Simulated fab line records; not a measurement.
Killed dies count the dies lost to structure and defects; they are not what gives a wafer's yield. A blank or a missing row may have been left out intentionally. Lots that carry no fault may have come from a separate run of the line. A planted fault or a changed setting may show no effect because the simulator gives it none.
fab line records | flow nand-harc
[record] lots = 6 | wafers = 18 | last-day = 23
route steps=1159 shown P_M2@348 P_BONDPAD@351 END@1159
lots with no fault: from the same line, run without faults
start-h: the number of hours between the record's first day and the start of the first shown wafer of the lot | wait-h: hours since the lot's step before | " unchanged from the row above | L1.1+2: several wafers, shown together as one row | - no value present, or no start provided | * or withheld: withheld | < > ~ a bound
route shown NAME@n: a module of which the file shows steps, and the number in the route of the first | usual: the fault-free wafers' mean and standard deviation | same: alike in all rows | chamber/n: place in a boat | sites: readings site by site | _std_site: standard deviation across them | _edge_site: the outer-site mean with the inner-site mean subtracted | radius-mm: how far each site lies from the wafer's centre | mask NAME#n: copy n | behind: the last tool/chamber to shape the wafer | hold: cause of the lot's hold/its duration in hours/its outcome | device: the transistor (n, p or np) that didn't switch | end of line: tests run on the same wafers once the route is complete | a step given without rows: its recipe and nothing more | killed: dies that structure and defects cost at the first sort, which is not the same as the wafer's yield | map: a wafer's dies, x killed, . not, _ none there
set.NAME: the setting the step ran with; set.NAME@STEP: the setting that earlier step ran with | model.NAME: the simulator's own value behind a step, which no gauge read
lots at some steps of the route; a table a step, a row a wafer
services: when a tool's chamber went out of use (start-h, in hours from the record's first day, below 0 if earlier), for how many hours, and the reason
[[steps]]
[step NHARC_P_M2_INSPECT_27]
[usual] raw-defect-count = 310/120
lot.wafer | tool              | chamber | start-h | wait-h | raw-defect-count
L222.1    | defect-inspect-02 | -       | 150.51  | 0.0    | 207
L222.4    | "                 | -       | "       | "      | 153
L222.6    | "                 | -       | "       | "      | 257
L225.1    | defect-inspect-01 | -       | 156.21  | 0.0    | 244
L225.3    | "                 | -       | "       | "      | 397
L225.4    | "                 | -       | "       | "      | 178
L232.2    | defect-inspect-02 | -       | 207.47  | 0.0    | 445
L232.4    | "                 | -       | "       | "      | 430
L232.5    | "                 | -       | "       | "      | 198
L231.2    | defect-inspect-01 | -       | 207.93  | 0.0    | 308
L231.5    | "                 | -       | "       | "      | 368
L231.6    | "                 | -       | "       | "      | 404
L239.1    | defect-inspect-01 | -       | 241.86  | 0.0    | 212
L239.2    | "                 | -       | "       | "      | 243
L239.6    | "                 | -       | "       | "      | 253
L238.1    | defect-inspect-02 | -       | 242.82  | 0.0    | 211
L238.4    | "                 | -       | "       | "      | 562
L238.6    | "                 | -       | "       | "      | 207
[step NHARC_P_M2_PRE_CLEAN_32]
[recipe] time-s = 12 | temp-c = 370 | rf-power-w = 300 | gas = NH3
[usual] heater-power-w = 649/86
lot.wafer | tool     | chamber | start-h | wait-h | heater-power-w
L222.1    | pecvd-01 | 2       | 150.59  | 0.1    | 643
L222.6    | "        | 2       | "       | "      | 650
L222.4    | "        | 0       | "       | "      | 704
L225.3    | pecvd-04 | 2       | 156.28  | 0.1    | 694
L225.1    | "        | 0       | "       | "      | 649
L225.4    | "        | 1       | "       | "      | 662
L232.2    | pecvd-02 | 2       | 207.53  | 0.1    | 428
L232.5    | "        | 0       | "       | "      | 674
L232.4    | "        | 1       | "       | "      | 670
L231.2    | pecvd-02 | 0       | 208.02  | 0.1    | 646
L231.6    | "        | 2       | "       | "      | 455
L231.5    | "        | 0       | "       | "      | 629
L239.2    | pecvd-02 | 2       | 242.67  | 0.8    | 477
L239.1    | "        | 1       | "       | "      | 647
L239.6    | "        | 0       | "       | "      | 720
L238.1    | pecvd-04 | 0       | 242.95  | 0.1    | 655
L238.6    | "        | 1       | "       | "      | 607
L238.4    | "        | 0       | "       | "      | 662
[step NHARC_P_M2_DEP_33]
[recipe] target-thk-a = 300 | temp-c = 370 | target-thk-nm = 30 | pressure-torr = 3 | flow-sccm = 200 | rf-w = 450 | material = SiCN
[usual] heater-power-w = 594/86
lot.wafer | tool     | chamber | start-h | wait-h | heater-power-w
L222.1    | pecvd-01 | 2       | 150.70  | 0.1    | 701
L222.6    | "        | 2       | "       | "      | 704
L222.4    | "        | 0       | "       | "      | 620
L225.3    | pecvd-04 | 2       | 156.35  | 0.1    | 580
L225.1    | "        | 0       | "       | "      | 589
L225.4    | "        | 1       | "       | "      | 577
L232.2    | pecvd-02 | 2       | 207.61  | 0.1    | 344
L232.5    | "        | 0       | "       | "      | 594
L232.4    | "        | 1       | "       | "      | 611
L231.2    | pecvd-02 | 0       | 208.16  | 0.1    | 634
L231.6    | "        | 2       | "       | "      | 404
L231.5    | "        | 0       | "       | "      | 618
L239.2    | pecvd-02 | 2       | 242.75  | 0.1    | 379
L239.1    | "        | 1       | "       | "      | 568
L239.6    | "        | 0       | "       | "      | 627
L238.1    | pecvd-04 | 0       | 243.09  | 0.1    | 642
L238.6    | "        | 1       | "       | "      | 611
L238.4    | "        | 0       | "       | "      | 652
[step NHARC_P_BONDPAD_DEP_00]
[recipe] target-thk-a = 2500 | temp-c = 370 | target-thk-nm = 250 | pressure-torr = 3 | flow-sccm = 200 | rf-w = 450 | material = SiCN
[usual] heater-power-w = 617/75
lot.wafer | tool     | chamber | start-h | wait-h | heater-power-w
L222.1    | pecvd-02 | 2       | 151.16  | -      | 409
L222.6    | "        | 0       | "       | "      | 528
L222.4    | "        | 2       | "       | "      | 415
L225.3    | pecvd-04 | 1       | -       | -      | 619
L225.1    | "        | 2       | "       | "      | 665
L225.4    | "        | 2       | "       | "      | 676
L232.2    | pecvd-01 | 2       | 208.12  | -      | 659
L232.4    | "        | 0       | "       | "      | 622
L232.5    | "        | 2       | "       | "      | 656
L231.2    | pecvd-01 | 1       | 208.53  | -      | 719
L231.6    | "        | 0       | "       | "      | 594
L231.5    | "        | 2       | "       | "      | 711
L239.1    | pecvd-02 | 2       | -       | -      | 360
L239.2    | "        | 1       | "       | "      | 607
L239.6    | "        | 1       | "       | "      | 623
L238.1    | pecvd-04 | 0       | -       | -      | 642
L238.6    | "        | 1       | "       | "      | 698
L238.4    | "        | 2       | "       | "      | 648
[step NHARC_P_BONDPAD_CMP_32]
[recipe] target-thk-nm = 200 | material = SiCN
[usual] edge-zone-pressure-frac = 1.000/0.0052 | motor-current-A = 11.8/1.2 | slurry-flow-ml-min = 150.0/0.47
lot.wafer | tool   | chamber | start-h | wait-h | edge-zone-pressure-frac | motor-current-A | slurry-flow-ml-min
L222.1    | cmp-04 | 3       | 151.53  | -      | 0.995                   | 12.5            | 150.4
L222.4    | "      | 0       | "       | "      | 1.002                   | 11.8            | 150.3
L222.6    | "      | 2       | "       | "      | 1.009                   | 10.6            | 149.7
L225.1    | cmp-04 | 2       | 157.32  | -      | 0.997                   | 10.0            | 150.7
L225.3    | "      | 3       | "       | "      | 0.997                   | 13.3            | 150.3
L225.4    | "      | 0       | "       | "      | 1.009                   | 12.4            | 149.4
L232.4    | cmp-02 | 2       | 208.43  | -      | 1.001                   | 13.8            | 149.9
L232.2    | "      | 1       | "       | "      | 1.006                   | 11.9            | 150.6
L232.5    | "      | 2       | "       | "      | 1.000                   | 12.8            | 150.2
L231.2    | cmp-01 | 2       | 208.98  | -      | 0.996                   | 11.7            | 150.1
L231.5    | "      | 3       | "       | "      | 1.002                   | 14.0            | 149.0
L231.6    | "      | 0       | "       | "      | 0.997                   | 11.3            | 149.8
L239.2    | cmp-02 | 3       | 243.58  | -      | 1.000                   | 10.5            | 149.9
L239.1    | "      | 1       | "       | "      | 1.010                   | 11.3            | 149.9
L239.6    | "      | 2       | "       | "      | 1.003                   | 13.3            | 149.3
L238.1    | cmp-04 | 0       | 243.83  | -      | 0.999                   | 11.2            | 150.3
L238.4    | "      | 1       | "       | "      | 1.002                   | 11.2            | 150.2
L238.6    | "      | 3       | "       | "      | 0.997                   | 12.4            | 150.6
[step NHARC_P_BONDPAD_THK_MEAS_33]
[recipe] thk-meas-gauge = ellipsometry
[usual] thk-nm = 199.9/1.7
lot.wafer | tool          | chamber | start-h | wait-h | thk-nm
L222.1    | film-metro-02 | -       | 151.73  | 0.2    | 198.6
L222.4    | "             | -       | "       | "      | 199.6
L222.6    | "             | -       | "       | "      | 198.5
L225.1    | film-metro-01 | -       | 157.55  | 0.2    | 197.1
L225.3    | "             | -       | "       | "      | 198.0
L225.4    | "             | -       | "       | "      | 198.4
L232.2    | film-metro-01 | -       | 208.68  | 0.1    | 201.1
L232.4    | "             | -       | "       | "      | 198.5
L232.5    | "             | -       | "       | "      | 200.1
L231.2    | film-metro-02 | -       | 209.16  | 0.2    | 197.8
L231.5    | "             | -       | "       | "      | 202.1
L231.6    | "             | -       | "       | "      | 201.7
L239.1    | film-metro-02 | -       | 243.80  | 0.1    | 203.2
L239.2    | "             | -       | "       | "      | 200.1
L239.6    | "             | -       | "       | "      | 202.8
L238.1    | film-metro-01 | -       | 244.05  | 0.2    | 198.6
L238.4    | "             | -       | "       | "      | 200.5
L238.6    | "             | -       | "       | "      | 200.5
[step NHARC_P_BONDPAD_SRD_34]
[step NHARC_P_BONDPAD_DEHYDRATE_01]
[recipe] temp-c = 150 | time-s = 120
[step NHARC_P_BONDPAD_HMDS_02]
[recipe] time-s = 30
[step NHARC_P_BONDPAD_COAT_36]
[recipe] temp-c = 200 | time-s = 65
[step NHARC_P_BONDPAD_COAT_03]
[recipe] spin-rpm = 2000 | resist-thk-nm = 600
[step NHARC_P_BONDPAD_SOFTBAKE_04]
[recipe] temp-c = 125 | time-s = 70
[usual] heater-power-total-W = 201.0/1.3 | plate-temp-C = 125.04/0.11
lot.wafer | tool           | chamber | start-h | wait-h | heater-power-total-W | plate-temp-C
L222.1    | litho-track-05 | 0       | 151     | -      | 200.3                | 125.13
L222.4    | "              | 0       | "       | "      | 201.3                | 124.86
L222.6    | "              | 0       | "       | "      | 199.3                | 125.18
L225.1    | litho-track-07 | 0       | 157     | -      | 199.0                | 125.04
L225.3    | "              | 0       | "       | "      | 199.2                | 125.01
L225.4    | "              | 0       | "       | "      | 199.3                | 125.17
L232.2    | litho-track-05 | 0       | 208     | -      | 217.0                | 131.81
L232.4    | "              | 0       | "       | "      | 217.0                | 131.90
L232.5    | "              | 0       | "       | "      | 217.5                | 131.86
L231.2    | litho-track-05 | 0       | 209     | -      | 214.0                | 131.97
L231.5    | "              | 0       | "       | "      | 217.4                | 131.93
L231.6    | "              | 0       | "       | "      | 217.5                | 132.00
L239.1    | litho-track-07 | 0       | 243     | -      | 202.6                | 125.13
L239.2    | "              | 0       | "       | "      | 199.4                | 124.98
L239.6    | "              | 0       | "       | "      | 202.2                | 125.13
L238.1    | litho-track-07 | 0       | 244     | -      | 201.6                | 125.06
L238.4    | "              | 0       | "       | "      | 198.8                | 125.00
L238.6    | "              | 0       | "       | "      | 201.4                | 125.17
[step NHARC_P_BONDPAD_EBR_05]
[step NHARC_END_SORT_01]
[recipe] temp-c = 25
[usual] defect-limited-yield = 96.2/1.3 | killed-at-array = 21/8.9 | killed-at-other = 0.8/1.3 | killed-at-periphery = 3.6/2.4 | killed-dies = 26/8.9 | killed-open = 3.1/1.8 | killed-short = 1.9/1.3 | sort_bin_2_pct = 1.2/0.54 | sort_bin_3_pct = 0.21/0.17 | sort_bin_4_pct = 2.4/0.91 | sort-n-pass = 651/8.9 | sort-rim-yield-pct = 95.0/2.8 | sort-yield-pct = 96.2/1.3
[same] gross-dies = 677 | sort_bin_5_pct[%] = 0 | sort_bin_6_pct[%] = 0 | sort_bin_7_pct[%] = 0 | sort_bin_8_pct[%] = 0 | sort-rim-n-gross = 106.00
lot.wafer | tool      | chamber | start-h | wait-h | defect-limited-yield[%] | killed-at-array | killed-at-other | killed-at-periphery | killed-dies | killed-open | killed-short | sort_bin_2_pct[%] | sort_bin_3_pct[%] | sort_bin_4_pct[%] | sort-n-pass | sort-rim-yield-pct[%] | sort-yield-pct[%]
L222.1    | prober-02 | 0       | 453.87  | 2.5    | 94.4                    | 34              | 0               | 4                   | 38          | 3           | 5            | 1.3               | 0.59              | 3.7               | 639         | 96.2                  | 94.4
L222.4    | prober-02 | 0       | 456.25  | 3.4    | 93.5                    | 39              | 0               | 5                   | 44          | 4           | 5            | 1.9               | 0.15              | 4.4               | 633         | 92.5                  | 93.5
L222.6    | prober-02 | 0       | 457.84  | 4.0    | 94.7                    | 35              | 0               | 1                   | 36          | 2           | 4            | 1.5               | 0.15              | 3.7               | 641         | 98.1                  | 94.7
L238.1    | prober-02 | 0       | 558.79  | 2.5    | 97.5                    | 15              | 0               | 2                   | 17          | 6           | 0            | 1.3               | 0                 | 1.2               | 660         | 92.5                  | 97.5
L238.4    | prober-02 | 0       | 561.18  | 3.4    | 96.6                    | 21              | 0               | 2                   | 23          | 4           | 2            | 1.9               | 0                 | 1.5               | 654         | 94.3                  | 96.6
L238.6    | prober-02 | 0       | 562.77  | 4.0    | 96.8                    | 19              | 0               | 3                   | 22          | 4           | 4            | 1.0               | 0.15              | 2.1               | 655         | 92.5                  | 96.8
// killed by level:class
L222.1 A_CHANNEL_HOLE_D1:chamber-film-flake=11 A_CONTACT:chamber-film-flake=7 A_SLIT:chamber-film-flake=5 A_STAIRCASE:chamber-film-flake=3 A_WL_FILL:geometric-particle:short=2 P_STI:chamber-film-flake=2 A_WL_FILL:chamber-film-flake=2 P_GATE:geometric-particle:short=1
L222.4 A_CHANNEL_HOLE_D1:chamber-film-flake=16 A_SLIT:chamber-film-flake=7 A_STAIRCASE:chamber-film-flake=5 A_CONTACT:chamber-film-flake=5 P_CONTACT:geometric-particle:open=2 P_M0:geometric-particle:short=2 A_SOURCE_PLATE:geometric-particle:short=2 A_WL_FILL:chamber-film-flake=2
L222.6 A_CHANNEL_HOLE_D1:chamber-film-flake=21 A_CONTACT:chamber-film-flake=3 A_STAIRCASE:chamber-film-flake=2 A_SLIT:chamber-film-flake=2 P_M1:geometric-particle:short=1 A_CHANNEL_FILL_D1:geometric-particle:short=1 A_CHANNEL_FILL_D1:geometric-particle:open=1 A_WL_FILL:geometric-particle:short=1
L238.1 A_SLIT:chamber-film-flake=5 A_CHANNEL_HOLE_D1:chamber-film-flake=3 A_CONTACT:geometric-particle:open=2 P_GATE:chamber-film-flake=2 A_ONON_D1:geometric-particle:open=1 A_CHANNEL_FILL_D1:geometric-particle:open=1 A_WL_FILL:geometric-particle:open=1 A_BLC:geometric-particle:open=1
L238.4 A_SLIT:chamber-film-flake=8 A_STAIRCASE:chamber-film-flake=4 A_CONTACT:geometric-particle:open=2 A_CHANNEL_HOLE_D1:chamber-film-flake=2 P_M2:geometric-particle:open=1 A_SGD_CUT:geometric-particle:open=1 A_SLIT:geometric-particle:short=1 A_CONTACT:geometric-particle:short=1
L238.6 A_SLIT:chamber-film-flake=7 A_CHANNEL_HOLE_D1:chamber-film-flake=3 P_GATE:chamber-film-flake=2 A_BLC:geometric-particle:open=2 P_M0:geometric-particle:short=1 A_SOURCE_PLATE:geometric-particle:open=1 A_ONON_D1:geometric-particle:short=1 A_CHANNEL_FILL_D1:geometric-particle:short=1
[[services]]
tool           | chamber | start-h | hours | kind
cmp-02         | -       | 128.50  | 4.0   | pm
cmp-01         | -       | 133.87  | 1.8   | repair
pecvd-02       | -       | 153.00  | 13.0  | pm
pecvd-02       | 0       | 153.00  | 13.0  | vent-cycle
pecvd-02       | 1       | 153.00  | 13.0  | vent-cycle
pecvd-02       | 2       | 153.00  | 13.0  | vent-cycle
pecvd-02       | 0       | 166.00  | -     | clean
pecvd-02       | 1       | 166.00  | -     | clean
pecvd-02       | 2       | 166.00  | -     | clean
cmp-02         | -       | 167.06  | 1.8   | repair
cmp-01         | -       | 179.50  | 4.0   | pm
litho-track-07 | -       | 189.00  | 7.0   | pm
pecvd-04       | -       | 196.68  | 13.0  | pm
pecvd-04       | 0       | 196.68  | 13.0  | vent-cycle
pecvd-04       | 1       | 196.68  | 13.0  | vent-cycle
pecvd-04       | 2       | 196.68  | 13.0  | vent-cycle
cmp-04         | -       | 203.00  | 4.0   | pm
cmp-04         | -       | 214.40  | 0.7   | repair
pecvd-01       | 1       | 216.04  | 15.7  | repair
cmp-02         | -       | 226.50  | 4.0   | pm
cmp-04         | -       | 228.49  | 3.0   | repair
cmp-02         | -       | 236.21  | 0.5   | repair
litho-track-05 | -       | 237.01  | 7.0   | pm
pecvd-01       | -       | 237.10  | 13.0  | pm
[[key]]
[first-sign] step = NHARC_P_BONDPAD_SOFTBAKE_04 | reading = plate-temp-C | direction = up | sigmas = 62 | usual = * | struck = *
[effect] step = NHARC_P_BONDPAD_SOFTBAKE_04 | reading = heater-power-total-W | direction = up | sigmas = 12 | usual = * | struck = *
met-at NHARC_P_BONDPAD_SOFTBAKE_04
struck-wafers L231.2,L231.5,L231.6,L232.2,L232.4,L232.5
onset-between 151 208
[fault] kind = process-parameter-drift | tool = litho-track-05 | chamber = - | onset-h = 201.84 | steps = NHARC_P_BONDPAD_SOFTBAKE_04 | channel = temp-c | offset = * | shape = step | end-h = 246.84 | acts-in = * | stated = *
